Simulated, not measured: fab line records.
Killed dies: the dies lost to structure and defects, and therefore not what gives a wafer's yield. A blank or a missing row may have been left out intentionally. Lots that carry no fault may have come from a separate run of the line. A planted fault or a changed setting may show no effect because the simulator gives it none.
fab line records | flow nandHarc | part 1 of 2: steps 1 to 28 of 43
record: lots: 5 wafers: 15 lastDay: 23
route steps=1159 shown P_STI@70 P_GATE@110
lots with no fault: from the same line, run without faults
startH: hours from the record's opening day to when the first of the lot's shown wafers began | waitH: hours since the lot's step before | " repeats the value in the row above | L1.1+2: several wafers, shown together as one row | - no value, or no start given | * or withheld: withheld | < > ~ a bound
route shown NAME@n: NAME is a module with steps in the file, n the number in the route of the first one | usual: mean and standard deviation over wafers with no fault | same: alike in all rows | chamber/n: place in a boat | sites: per-site readings | _std_site: the standard deviation of these | _edge_site: mean of outer sites minus mean of inner sites | radiusMm: how far each site lies from the wafer's centre | mask NAME#n: copy n | behind: tool/chamber where the wafer was last shaped | hold: the reason the lot was held/the length of the hold in hours/how it ended | device: which transistor (n, p or np) failed to switch | end of line: the tests these same wafers got at the end of their route | step lacking rows: just its recipe | killed: not the wafer's yield, but the dies lost to structure and defects at the first sort | map: a wafer's dies, x killed, . not, _ none there
set.NAME: setting as actually run; set.NAME@STEP: the setting as run at that earlier step | model.NAME: the simulator's own value behind a step, which no gauge read
a table for each step, a row for each wafer; lots at some steps of the route
services: the hour from which a tool's chamber was out of use, counted from the record's first day as startH (under 0 if before that day), plus the number of hours and why
== steps ==
step: NHARC_P_STI_PRECLEAN_27
recipe: timeS: * tempC: 50 bathAgeMin: 0 chemistry: SC1
columns lot.wafer tool chamber startH waitH
L074.4+1+6 wetBench-05 6,0,1 19.92 0.1
L077.2+3+5 wetBench-09 4,7,1 37.46 0.1
L083.3+4+2 wetBench-09 7,1,2 73.40 0.0
L085.5+1+6 wetBench-09 2,4,7 85.30 0.1
L091.5+2+6 wetBench-09 1,3,5 121.68 0.1
step: NHARC_P_STI_SRD_28
columns lot.wafer tool chamber startH waitH
L074.4+1+6 wetBench-05 6,0,1 - -
L077.2+3+5 wetBench-09 4,7,1 - -
L083.3+4+2 wetBench-09 7,1,2 - -
L085.5+1+6 wetBench-09 2,4,7 - -
L091.5+2+6 wetBench-09 1,3,5 - -
step: NHARC_P_STI_OXIDE_29
recipe: targetThkA: 100 tempC: 900 oxTimeS: 1362 material: SiO2
usual: spikeTcCentreC: 900.7/1.1 zonePowerTopPct: 36.2/2.9
columns lot.wafer tool chamber startH waitH spikeTcCentreC zonePowerTopPct
L074.1 furnace-07 0 23.70 - 898.8 39.8
L074.4 " 0 " " 901.3 39.5
L074.6 " 0 " " 901.2 39.1
L077.2 furnace-07 0 43.09 - 900.4 39.2
L077.3 " 0 " " 900.4 38.8
L077.5 " 0 " " 901.4 39.2
L083.2 furnace-05 0 78.27 - 900.7 33.1
L083.3 " 0 " " 901.8 33.0
L083.4 " 0 " " 898.6 32.7
L085.1 furnace-05 0 89.17 - 901.6 32.7
L085.5 " 0 " " 901.2 33.0
L085.6 " 0 " " 898.8 32.7
L091.2 furnace-07 0 122.34 - 899.2 39.1
L091.5 " 0 " " 898.9 39.1
L091.6 " 0 " " 899.7 39.4
step: NHARC_P_STI_HM_DEP_30
recipe: targetThkA: 800 tempC: 790 pressureMtorr: 300 timeS: 873 material: Si3N4
usual: spikeTcCentreC: 790.4/1.1 susceptorTempC: 789.9/0.36 zonePowerTopPct: 24.6/1.3
columns lot.wafer tool chamber startH waitH spikeTcCentreC susceptorTempC zonePowerTopPct
L074.1 lpcvd-01 1 30.94 3.6 789.1 790.1 23.1
L074.4 " 1 " " 789.5 790.6 23.2
L074.6 " 1 " " 789.9 790.1 23.1
L077.2 lpcvd-01 1 50.33 3.6 789.8 789.5 23.5
L077.3 " 1 " " 791.5 789.5 23.0
L077.5 " 1 " " 789.6 789.2 23.0
L083.2 lpcvd-01 0 85.53 3.6 791.0 789.5 25.3
L083.3 " 0 " " 791.4 789.1 24.7
L083.4 " 0 " " 791.2 789.5 25.3
L085.1 lpcvd-02 1 96.68 3.9 788.5 790.0 25.2
L085.5 " 1 " " 788.9 790.4 25.6
L085.6 " 1 " " 789.2 790.5 25.2
L091.2 lpcvd-01 1 129.69 3.6 791.9 789.8 22.9
L091.5 " 1 " " 790.5 789.9 23.0
L091.6 " 1 " " 790.9 789.6 22.8
step: NHARC_P_STI_DEHYDRATE_01
recipe: tempC: 150 timeS: 120
columns lot.wafer tool chamber startH waitH
L074.1+4+6 lithoTrack-03 0 34.56 0.4
L077.2+3+5 lithoTrack-07 0 53.99 0.4
L083.2+3+4 lithoTrack-07 0 89.15 0.4
L085.1+5+6 lithoTrack-07 0 100.31 0.4
L091.2+5+6 lithoTrack-02 0 133.32 0.4
step: NHARC_P_STI_HMDS_02
recipe: timeS: 30
columns lot.wafer tool chamber startH waitH
L074.1+4+6 lithoTrack-03 0 - -
L077.2+3+5 lithoTrack-07 0 - -
L083.2+3+4 lithoTrack-07 0 - -
L085.1+5+6 lithoTrack-07 0 - -
L091.2+5+6 lithoTrack-02 0 - -
step: NHARC_P_STI_COAT_41
recipe: tempC: 200 timeS: 65
columns lot.wafer tool chamber startH waitH
L074.1+4+6 lithoTrack-03 0 - -
L077.2+3+5 lithoTrack-07 0 - -
L083.2+3+4 lithoTrack-07 0 - -
L085.1+5+6 lithoTrack-07 0 - -
L091.2+5+6 lithoTrack-02 0 - -
step: NHARC_P_STI_COAT_03
recipe: spinRpm: 2000 resistThkNm: 600
usual: spinSpeedRpm: 2000.0/1.4
columns lot.wafer tool chamber startH waitH spinSpeedRpm
L074.1 lithoTrack-03 0 - - 1996.8
L074.4 " 0 " " 2001.0
L074.6 " 0 " " 1999.4
L077.2 lithoTrack-07 0 - - 1999.1
L077.3 " 0 " " 2000.3
L077.5 " 0 " " 1999.2
L083.2 lithoTrack-07 0 - - 1999.1
L083.3 " 0 " " 2002.3
L083.4 " 0 " " 1999.3
L085.1 lithoTrack-07 0 - - 1998.1
L085.5 " 0 " " 1997.2
L085.6 " 0 " " 1999.6
L091.2 lithoTrack-02 0 - - 2001.4
L091.5 " 0 " " 1999.7
L091.6 " 0 " " 1999.1
step: NHARC_P_STI_SOFTBAKE_04
recipe: tempC: 125 timeS: 70
columns lot.wafer tool chamber startH waitH
L074.1+4+6 lithoTrack-03 0 - -
L077.2+3+5 lithoTrack-07 0 - -
L083.2+3+4 lithoTrack-07 0 - -
L085.1+5+6 lithoTrack-07 0 - -
L091.2+5+6 lithoTrack-02 0 - -
step: NHARC_P_STI_EBR_05
columns lot.wafer tool chamber startH waitH
L074.1+4+6 lithoTrack-03 0 - -
L077.2+3+5 lithoTrack-07 0 - -
L083.2+3+4 lithoTrack-07 0 - -
L085.1+5+6 lithoTrack-07 0 - -
L091.2+5+6 lithoTrack-02 0 - -
step: NHARC_P_STI_EXPOSE_06
recipe: na: 0.55 targetCdNm: 200 doseMj: 37.69 maskId: P_STI
columns lot.wafer tool chamber startH waitH mask
L074.1+4+6 krfScanner-02 0 34.85 - P_STI#0
L077.2+3+5 krfScanner-04 0 54.29 - P_STI#0
L083.2+3+4 krfScanner-03 0 89.45 - P_STI#0
L085.1+5+6 krfScanner-03 0 100.47 - P_STI#0
L091.2+5+6 krfScanner-04 0 133.61 - P_STI#0
step: NHARC_P_STI_PEB_07
recipe: pebTempC: 128 pebTimeS: 80
columns lot.wafer tool chamber startH waitH
L074.1+4+6 lithoTrack-07 0 34.92 0.1
L077.2+3+5 lithoTrack-07 0 54.35 0.1
L083.2+3+4 lithoTrack-07 0 89.51 0.1
L085.1+5+6 lithoTrack-07 0 100.54 0.1
L091.2+5+6 lithoTrack-07 0 133.68 0.1
step: NHARC_P_STI_DEVELOP_08
recipe: timeS: 50 devTempC: 22
usual: developerTempC: 21.99/0.11
columns lot.wafer tool chamber startH waitH developerTempC
L074.1 lithoTrack-07 0 - - 21.98
L074.4 " 0 " " 21.75
L074.6 " 0 " " 22.05
L077.2 lithoTrack-07 0 - - 22.11
L077.3 " 0 " " 22.09
L077.5 " 0 " " 22.01
L083.2 lithoTrack-07 0 - - 22.01
L083.3 " 0 " " 22.05
L083.4 " 0 " " 21.96
L085.1 lithoTrack-07 0 - - 22.10
L085.5 " 0 " " 22.12
L085.6 " 0 " " 22.19
L091.2 lithoTrack-07 0 - - 22.06
L091.5 " 0 " " 22.19
L091.6 " 0 " " 22.07
step: NHARC_P_STI_CD_MEAS_09
recipe: targetCdNm: 200 landingEnergyEv: 500
usual: cdNm: 200.2/2.4
columns lot.wafer tool chamber startH waitH cdNm
L074.1 cdSem-03 0 35.01 - 198.0
L074.4 " 0 " " 201.3
L074.6 " 0 " " 198.3
L077.2 cdSem-01 0 54.44 - 198.5
L077.3 " 0 " " 199.4
L077.5 " 0 " " 199.4
L083.2 cdSem-03 0 89.59 - 201.0
L083.3 " 0 " " 205.5
L083.4 " 0 " " 203.4
L085.1 cdSem-03 0 100.62 - 204.9
L085.5 " 0 " " 199.4
L085.6 " 0 " " 201.2
L091.2 cdSem-01 0 133.76 - 201.0
L091.5 " 0 " " 203.1
L091.6 " 0 " " 204.7
step: NHARC_P_STI_OVL_MEAS_10
usual: overlayXNm: 1/6.1 overlayYNm: 2/4.2
columns lot.wafer tool chamber startH waitH overlayXNm overlayYNm
L074.1 overlay-02 - 35.11 - 0 3
L074.4 " - " " 0 4
L074.6 " - " " -1 4
L077.2 overlay-01 - 54.52 - -1 -1
L077.3 " - " " -2 0
L077.5 " - " " -1 0
L083.2 overlay-01 - 89.68 - 3 4
L083.3 " - " " 3 4
L083.4 " - " " 3 4
L085.1 overlay-02 - 100.71 - -10 0
L085.5 " - " " -10 0
L085.6 " - " " -10 1
L091.2 overlay-02 - 133.85 - -10 11
L091.5 " - " " -11 11
L091.6 " - " " -11 11
step: NHARC_P_STI_INSPECT_11
usual: rawDefectCount: 5.2/2.8
columns lot.wafer tool chamber startH waitH rawDefectCount
L074.1 defectInspect-01 - 35.16 0.1 3
L074.4 " - " " 5
L074.6 " - " " 6
L077.2 defectInspect-02 - 54.56 0.0 2
L077.3 " - " " 11
L077.5 " - " " 3
L083.2 defectInspect-02 - 89.72 0.0 4
L083.3 " - " " 7
L083.4 " - " " 3
L085.1 defectInspect-02 - 100.75 0.0 5
L085.5 " - " " 7
L085.6 " - " " 5
L091.2 defectInspect-02 - 133.89 0.0 3
L091.5 " - " " 7
L091.6 " - " " 3
step: NHARC_P_STI_HARDBAKE_13
recipe: tempC: 118 timeS: 65
columns lot.wafer tool chamber startH waitH
L074.1+4+6 lithoTrack-07 0 35.22 0.1
L077.2+3+5 lithoTrack-07 0 54.62 0.1
L083.2+3+4 lithoTrack-07 0 89.78 0.1
L085.1+5+6 lithoTrack-02 0 100.80 0.1
L091.2+5+6 lithoTrack-03 0 133.95 0.1
step: NHARC_P_STI_DESCUM_14
recipe: timeS: 3 o2FlowSccm: 200 arFlowSccm: 0 biasPowerW: 0 chemistry: O2
usual: drypumpMotorCurrentA: 5.7/0.53 oesProductAu: 1.004/0.0082 rfVppV: 57.9/0.87 showerheadPlenumPTorr: 1.93/0.094 throttleValvePct: 11.311/0.0098
same: biasPowerW: 0
columns lot.wafer tool chamber startH waitH drypumpMotorCurrentA oesProductAu rfHoursCounterH rfVppV showerheadPlenumPTorr throttleValvePct
L074.1 rieDiel-10 0 35.31 - 5.9 1.021 1.1 56.6 1.81 11.303
L074.4 " 1 " " 6.8 0.994 1.0 58.4 1.89 11.306
L074.6 " 2 " " 5.4 1.008 - 56.7 1.80 11.295
L077.3 rieDiel-10 0 54.69 - 5.9 1.004 1.7 56.9 1.81 11.304
L077.2 " 1 " " 6.8 1.002 1.7 58.9 1.89 11.297
L077.5 " 1 " " 6.7 0.996 - 57.6 1.89 11.324
L083.4 rieDiel-10 2 89.86 - 5.4 1.006 2.5 57.6 1.80 11.314
L083.3 " 3 " " 6.3 0.987 2.9 58.9 2.06 11.304
L083.2 " 0 " " 5.9 1.015 2.8 57.6 1.81 11.313
L085.1 rieDiel-02 0 100.91 - 5.1 1.012 8.7 57.1 2.01 11.323
L085.6 " 1 " " 6.1 0.998 - 58.2 1.96 11.326
L085.5 " 2 " " 6.0 1.014 - 58.0 1.82 11.300
L091.2 rieDiel-09 0 134.04 - 5.3 1.018 0.9 58.7 2.04 11.317
L091.5 " 2 " " 5.3 1.005 - 58.3 2.01 11.305
L091.6 " 3 " " 5.0 1.008 - 57.4 1.96 11.304
step: NHARC_P_STI_ETCH_42
recipe: targetDepthA: 800 overetchA: 240 timeS: 61 ionEnergyEv: 200 n2FlowSccm: 150 h2FlowSccm: 150 arFlowSccm: 0 rfW: 400 biasW: 150 chemistry: N2/H2
usual: biasW: 150.0/0.44 drypumpMotorCurrentA: 5.7/0.52 oesProductAu: 1.004/0.0095 rfVppV: 431.0/3 showerheadPlenumPTorr: 2.06/0.1 throttleValvePct: 14.172/0.0095
columns lot.wafer tool chamber startH waitH biasW drypumpMotorCurrentA oesProductAu rfHoursCounterH rfVppV showerheadPlenumPTorr throttleValvePct
L074.4 rieDiel-10 1 35.40 0.1 150.1 6.8 1.000 1.1 429.7 2.02 14.185
L074.1 " 3 " " 150.6 6.3 0.995 1.2 435.8 2.20 14.175
L074.6 " 1 " " 149.9 6.8 0.997 - 429.0 2.02 14.183
L077.2 rieDiel-10 1 54.78 0.1 150.3 6.8 1.004 1.7 431.3 2.02 14.168
L077.3 " 0 " " 150.1 5.9 1.007 1.7 427.5 1.92 14.188
L077.5 " 1 " " 150.0 6.7 1.002 - 430.2 2.02 14.164
L083.3 rieDiel-10 1 89.94 0.1 149.0 6.8 1.000 2.8 430.7 2.02 14.170
L083.4 " 3 " " 150.0 6.3 0.996 2.9 435.2 2.20 14.182
L083.2 " 0 " " 149.7 5.9 1.005 2.8 426.3 1.92 14.160
L085.1 rieDiel-02 1 100.98 0.1 149.8 6.1 0.992 8.3 431.1 2.09 14.173
L085.5 " 3 " " 150.3 5.4 1.004 - 433.0 2.13 14.153
L085.6 " 0 " " 149.4 5.2 1.020 - 433.4 2.15 14.165
L091.2 rieDiel-09 1 134.12 0.1 150.5 5.8 0.995 0.9 427.9 1.99 14.175
L091.5 " 2 " " 150.3 5.4 1.003 - 433.4 2.14 14.173
L091.6 " 3 " " 149.8 5.0 1.007 - 430.1 2.09 14.185
step: NHARC_P_STI_ETCH_31
recipe: targetDepthA: 1089 timeS: 54.5 cf4FlowSccm: 100 chf3FlowSccm: 30 arFlowSccm: 0 rfW: 500 biasW: 200 chemistry: CF4/CHF3
usual: biasW: 199.9/0.69 chf3FlowSccm: 29.98/0.095 drypumpMotorCurrentA: 5.7/0.53 oesProductAu: 0.966/0.015 rfVppV: 370.9/2.6 showerheadPlenumPTorr: 1.58/0.072 throttleValvePct: 16.803/0.0089
columns lot.wafer tool chamber startH waitH biasW chf3FlowSccm drypumpMotorCurrentA oesProductAu rfHoursCounterH rfVppV showerheadPlenumPTorr throttleValvePct
L074.1 rieDiel-10 1 - - 201.9 30.04 6.7 0.941 1.1 369.6 1.56 16.799
L074.4 " 3 " " 199.0 29.98 6.2 0.929 1.2 374.7 1.68 16.797
L074.6 " 2 " " 199.2 29.99 5.4 0.932 - 368.3 1.49 16.796
L077.2 rieDiel-10 2 - - 199.8 29.90 5.4 0.986 1.5 367.7 1.49 16.797
L077.3 " 0 " " 198.4 30.06 5.9 0.970 1.7 367.3 1.49 16.812
L077.5 " 1 " " 199.7 29.84 6.8 0.968 - 369.9 1.56 16.796
L083.2 rieDiel-10 1 - - 198.9 30.08 6.8 0.949 2.9 371.6 1.56 16.797
L083.3 " 2 " " 199.9 29.78 5.5 0.942 2.6 367.4 1.49 16.810
L083.4 " 0 " " 199.8 29.97 5.9 0.960 2.8 368.8 1.49 16.803
L085.1 rieDiel-02 1 - - 198.4 30.07 6.1 0.957 8.3 371.3 1.61 16.799
L085.5 " 0 " " 200.1 30.09 5.1 0.987 - 372.8 1.65 16.805
L085.6 " 1 " " 199.0 30.04 6.1 0.948 - 372.5 1.61 16.800
L091.2 rieDiel-09 1 - - 198.9 29.99 5.8 0.969 1.0 368.2 1.54 16.801
L091.6 " 3 " " 200.5 30.00 5.0 0.947 - 371.7 1.61 16.804
L091.5 " 0 " " 199.5 29.95 5.3 0.987 - 373.2 1.67 16.808
step: NHARC_P_STI_ETCH_15
recipe: targetDepthA: 3000 taperDeg: 4 timeS: 100.1 hbrFlowSccm: 150 cl2FlowSccm: 50 rfW: 400 icpW: 400 biasW: 100 chemistry: HBr/Cl2
usual: biasW: 100.0/0.3 drypumpMotorCurrentA: 5.7/0.32 oesProductAu: 1.000/0.011 throttleValvePct: 26.406/0.0086
columns lot.wafer tool chamber startH waitH biasW drypumpMotorCurrentA oesProductAu rfHoursCounterH throttleValvePct
L074.4 rieSi-05 2 35.59 - 100.2 5.7 1.007 1.1 26.404
L074.1 " 3 " " 100.2 5.8 0.993 1.1 26.409
L074.6 " 2 " " 100.2 5.6 1.002 - 26.405
L077.3 rieSi-05 1 54.97 - 99.5 5.8 0.999 1.1 26.415
L077.2 " 0 " " 99.8 5.5 1.001 1.1 26.416
L077.5 " 2 " " 99.8 5.7 1.005 - 26.404
L083.3 rieSi-05 1 90.13 - 100.7 5.9 0.989 0.1 26.399
L083.2 " 3 " " 100.4 5.8 1.002 0.1 26.408
L083.4 " 0 " " 99.9 5.5 1.003 0.1 26.406
L085.1 rieSi-05 3 101.19 - 100.2 5.8 1.008 0.2 26.414
L085.6 " 1 " " 99.3 5.9 0.994 - 26.419
L085.5 " 2 " " 100.1 5.6 0.996 - 26.403
L091.2 rieSi-05 0 134.30 - 99.1 5.6 1.007 0.5 26.416
L091.5 " 0 " " 99.4 5.6 1.010 - 26.402
L091.6 " 1 " " 100.5 5.9 0.988 - 26.422
step: NHARC_P_STI_CD_MEAS_16
usual: cdNm: 199.4/2.6
columns lot.wafer tool chamber startH waitH cdNm
L074.1 cdSem-01 - 35.75 - 196.1
L074.4 " - " " 200.6
L074.6 " - " " 197.4
L077.2 cdSem-01 - 55.13 - 197.7
L077.3 " - " " 198.9
L077.5 " - " " 199.2
L083.2 cdSem-02 - 90.29 - 200.9
L083.3 " - " " 204.9
L083.4 " - " " 202.5
L085.1 cdSem-02 - 101.32 - 202.2
L085.5 " - " " 199.7
L085.6 " - " " 202.0
L091.2 cdSem-02 - 134.46 - 199.4
L091.5 " - " " 203.0
L091.6 " - " " 204.5
step: NHARC_P_STI_OCD_MEAS_17
usual: trenchDepthNm: 301/4.7 trenchFootCdNm: 158.1/2.6
columns lot.wafer tool chamber startH waitH trenchDepthNm trenchFootCdNm
L074.1 ocd-01 - 35.84 0.1 298 156.6
L074.4 " - " " 305 158.3
L074.6 " - " " 303 155.8
L077.2 ocd-02 - 55.22 0.1 302 157.0
L077.3 " - " " 298 157.3
L077.5 " - " " 305 156.0
L083.2 ocd-02 - 90.38 0.1 300 158.2
L083.3 " - " " 296 164.8
L083.4 " - " " 301 161.6
L085.1 ocd-01 - 101.41 0.1 302 162.9
L085.5 " - " " 298 158.2
L085.6 " - " " 295 160.2
L091.2 ocd-02 - 134.55 0.1 306 158.3
L091.5 " - " " 307 160.2
L091.6 " - " " 296 163.2
step: NHARC_P_STI_STRIP_19
recipe: timeS: 900 tempC: 130 chemistry: SPM
columns lot.wafer tool chamber startH waitH
L074.1+4+6 wetBench-05 4,5,6 35.92 0.1
L077.5+2+3 wetBench-09 3,6,7 55.28 0.1
L083.2+4+3 wetBench-09 5,6,7 90.45 0.1
L085.5+1+6 wetBench-04 4,5,6 101.46 0.0
L091.2+5+6 wetBench-05 6,7,1 134.60 0.1
step: NHARC_P_STI_PRECLEAN_32
recipe: timeS: * tempC: 50 bathAgeMin: 0 chemistry: SC1
columns lot.wafer tool chamber startH waitH
L074.1+4+6 wetBench-05 4,5,6 - -
L077.5+2+3 wetBench-09 3,6,7 - -
L083.2+4+3 wetBench-09 5,6,7 - -
L085.5+1+6 wetBench-04 4,5,6 - -
L091.2+5+6 wetBench-05 6,7,1 - -
step: NHARC_P_STI_SRD_23
columns lot.wafer tool chamber startH waitH
L074.1+4+6 wetBench-05 4,5,6 - -
L077.5+2+3 wetBench-09 3,6,7 - -
L083.2+4+3 wetBench-09 5,6,7 - -
L085.5+1+6 wetBench-04 4,5,6 - -
L091.2+5+6 wetBench-05 6,7,1 - -
step: NHARC_P_STI_OCD_MEAS_43
usual: trenchDepthNm: 300/4.7 trenchFootCdNm: 158.2/2.6
columns lot.wafer tool chamber startH waitH trenchDepthNm trenchFootCdNm
L074.1 ocd-02 - 36.35 - 298 156.9
L074.4 " - " " 303 158.3
L074.6 " - " " 304 156.4
L077.2 ocd-02 - 55.73 - 302 156.5
L077.3 " - " " 299 157.7
L077.5 " - " " 304 156.7
L083.2 ocd-02 - 90.92 - 300 159.1
L083.3 " - " " 295 164.8
L083.4 " - " " 301 161.5
L085.1 ocd-02 - 101.91 - 301 162.8
L085.5 " - " " 299 157.5
L085.6 " - " " 295 159.6
L091.2 ocd-02 - 135.05 - 306 158.5
L091.5 " - " " 307 160.3
L091.6 " - " " 295 162.9
step: NHARC_P_STI_OXIDE_33
recipe: targetThkA: 100 tempC: 1000 oxTimeS: 281 material: SiO2
usual: spikeTcCentreC: 1000.7/1.2 zonePowerTopPct: 44.3/2.8
columns lot.wafer tool chamber startH waitH spikeTcCentreC zonePowerTopPct
L074.1 furnace-07 0 38.75 2.4 1000.2 47.4
L074.4 " 0 " " 1000.3 46.5
L074.6 " 0 " " 999.9 47.2
L077.2 furnace-01 0 60.44 4.7 1004.4 43.4
L077.3 " 0 " " 1000.4 43.3
L077.5 " 0 " " 1000.6 43.5
L083.2 furnace-07 0 91.64 0.7 998.4 47.1
L083.3 " 0 " " 999.3 46.0
L083.4 " 0 " " 1000.6 46.5
L085.1 furnace-07 0 105.04 3.1 1001.3 46.9
L085.5 " 0 " " 1000.0 46.8
L085.6 " 0 " " 1000.9 46.5
L091.2 furnace-01 0 138.76 3.7 1003.2 43.4
L091.5 " 0 " " 1001.3 43.5
L091.6 " 0 " " 999.5 43.4
